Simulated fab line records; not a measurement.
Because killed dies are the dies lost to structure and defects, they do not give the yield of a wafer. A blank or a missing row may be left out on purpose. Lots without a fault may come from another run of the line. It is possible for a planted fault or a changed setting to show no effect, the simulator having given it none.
Matching of chambers    flow n5_finfet    4 sister chambers for N5_FIN_SAQP_ETCH_64 on rie_si-05
The step etches SiO2 in CF4, target depth 1.5 nm. 8 wafers are shown with their chamber, then 7 later ones without.

## WAFERS WITH THEIR CHAMBER
wafer   chamber  drypump_motor_current_A (A)  throttle_valve_pct (%)
L076.2  1        5.2                          21.63
L085.1  0        5.7                          21.66
L085.3  3        6.4                          22.31
L086.2  3        6.4                          22.30
L086.4  0        5.7                          21.67
L086.6  2        5.4                          21.87
L089.3  2        5.3                          21.89
L089.4  1        5.2                          21.65

## WAFERS WITH NO CHAMBER GIVEN
wafer   drypump_motor_current_A (A)  throttle_valve_pct (%)
L089.6  6.4                          22.31
L095.4  5.7                          21.66
L095.5  5.2                          21.65
L095.6  6.4                          22.31
L097.1  5.2                          21.64
L097.4  5.3                          21.80
L097.5  5.2                          21.65

## THE CHAMBER EACH PASSED THROUGH
wafer   from the rows above  in truth
L089.6  3                    3
L095.4  0                    0
L095.5  1                    1
L095.6  3                    3
L097.1  1                    1
L097.4  2                    2
L097.5  1                    1
Correctly placed: 7 of 7. From these rows, 0 cannot be placed. Number placed wrongly: 0.
How it was worked out, from the rows above alone: a wafer's distance from a chamber is the root of the sum, over the readings, of the square of ((its reading less the chamber's mean) divided by the reading's scatter). If the next closest chamber is less than 2 further off than the closest, the wafer can't be placed; otherwise it belongs to the closest. Each chamber's mean is taken over the wafers shown for it. The scatter: the root of (the sum of the squares of (reading less its chamber's mean) over the shown wafers, divided by (wafers less chambers)).
